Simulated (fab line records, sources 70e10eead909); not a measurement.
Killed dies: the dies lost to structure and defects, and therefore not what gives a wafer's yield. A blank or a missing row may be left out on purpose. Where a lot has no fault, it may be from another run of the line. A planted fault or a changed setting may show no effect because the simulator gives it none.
Matching of chambers	flow nandHarc	NHARC_P_M1_PRE_CLEAN_32 on pecvd-03 has 3 sister chambers
The step time 12 s. 20 wafers are shown with their chamber, then 10 later ones without.

== WAFERS PAIRED WITH THEIR CHAMBERS ==
wafer	chamber	heaterPowerW (W)
L074.2	1	593
L074.4	2	573
L074.6	1	599
L076.2	2	595
L076.3	0	651
L076.5	0	656
L075.2	1	621
L075.4	2	581
L075.6	1	605
L083.2	2	568
L083.4	1	601
L083.5	0	569
L085.3	1	679
L085.4	1	674
L085.5	0	568
L085.1	2	581
L085.2	0	575
L085.6	2	565
L087.3	2	522
L087.5	0	556

SIGNATURES (means of the wafers above)
reading	chamber 0	chamber 1	chamber 2	scatter within a chamber
heaterPowerW	595.83	624.57	569.29	35.5
Rule: for a wafer and a chamber, the distance is found by dividing, reading by reading, the gap between the wafer's reading and the chamber's mean by the reading's scatter, squaring, summing and taking the root. If the next closest chamber is less than 2 further off than the closest, the wafer can't be placed; otherwise it belongs to the closest. How the scatter is found: for the shown wafers, subtract from each reading the mean of its chamber, square and add these, divide the total by (wafers less chambers), then take the root.

== WAFERS MISSING THEIR CHAMBER ==
wafer	heaterPowerW (W)
L087.6	667
L093.1	654
L093.2	535
L093.6	514
L093.3	583
L093.4	645
L093.5	598
L095.1	571
L095.2	671
L095.6	642

== WHICH CHAMBER EACH ONE RAN IN ==
wafer	from the rows above	in truth
L087.6	can't be placed: 1 or 0 or 2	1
L093.1	can't be placed: 1 or 0 or 2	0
L093.2	can't be placed: 2 or 0 or 1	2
L093.6	can't be placed: 2 or 0 or 1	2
L093.3	can't be placed: 0 or 2 or 1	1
L093.4	can't be placed: 1 or 0 or 2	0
L093.5	can't be placed: 0 or 1 or 2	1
L095.1	can't be placed: 2 or 0 or 1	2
L095.2	can't be placed: 1 or 0 or 2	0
L095.6	can't be placed: 1 or 0 or 2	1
Correct placement for 0 of the 10. From these rows, 10 cannot be placed; in 10 the true chamber is one of the candidates. Placed wrongly: 0.
